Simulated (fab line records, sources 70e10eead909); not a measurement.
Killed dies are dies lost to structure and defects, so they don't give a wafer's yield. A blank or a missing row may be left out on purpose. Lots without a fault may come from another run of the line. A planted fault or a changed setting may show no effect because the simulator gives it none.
A struck lot beside a sound one | flow nand_harc | 13 steps out of a route of 1302
Sound: wafers L205.1, L205.2, L205.4. Struck: wafers L212.1, L212.2, L212.4. The cause comes at the end.
At each step with rows: each side's tool, then ch and its chambers, then its first start. Under that, the readings that differ: sound wafers | struck wafers | difference of the means | sigmas: that difference in standard deviations of wafers without a fault.
alike: readings whose means differ by less than 2 such deviations, and words and numbers that are the same on both sides. not compared: withheld readings, readings that some wafer has no value for, bounds like >300 that may hide the same value, and numbers for which the record gives no deviation and whose values overlap.
The two part at a step that has a row with sigmas, a row that says differs or no value, or rows on one side only. Numbers that don't overlap but have no deviation are shown without sigmas and don't part them. A reading that every wafer of one side lacks parts them only if that side has two wafers or more.

NHARC_A_CONTACT_CVD_19: deposits W, target thk 300 nm, time 802 s.
  sound on cvd_w-02 ch 0,1; struck on cvd_w-01 ch 0,1
  alike: heater_power_w, mfc_wf6_sccm, throttle_valve_pct
NHARC_A_CONTACT_CMP_20: polishes, t overpolish 30 s, target thk 300 nm.
  sound on cmp-02 ch 0,1,2, day 26 09:59; struck on cmp-01 ch 0,1,3, day 28 21:44
  alike: motor_current_A, overpolish_run_s, time_to_endpoint_s
then, 1 step without rows for these wafers: NHARC_A_CONTACT_SRD_22.
NHARC_A_CONTACT_INSPECT_23:
  sound on defect_inspect-01, day 26 10:22; struck on defect_inspect-01, day 28 22:08
  alike: raw_defect_count
then, 7 steps without rows for these wafers: NHARC_A_BLC_DEHYDRATE_00 (time 120 s); NHARC_A_BLC_HMDS_01 (time 30 s); NHARC_A_BLC_COAT_02 (time 75 s); NHARC_A_BLC_COAT_03 (time 65 s); NHARC_A_BLC_COAT_04 (resist thk 90 nm); NHARC_A_BLC_SOFTBAKE_05 (time 55 s); NHARC_A_BLC_EBR_06.
NHARC_A_BLC_EXPOSE_07: exposes mask A BLC, target cd 100 nm.
  sound on arfi_scanner-01 ch 0, day 26 10:44; struck on arfi_scanner-02, day 28 22:30
  no value came back on the struck wafers for exposure_dose_mJ_cm2, focus_offset_nm (nm); on the sound wafers exposure_dose_mJ_cm2 reads 67.86 67.97 67.92
  alike: mask
then, 1 step without rows for these wafers: NHARC_A_BLC_PEB_08 (peb time 65 s).

WHERE THEY PART
Only at NHARC_A_BLC_EXPOSE_07, within this record.

WHY: what the simulator had put in
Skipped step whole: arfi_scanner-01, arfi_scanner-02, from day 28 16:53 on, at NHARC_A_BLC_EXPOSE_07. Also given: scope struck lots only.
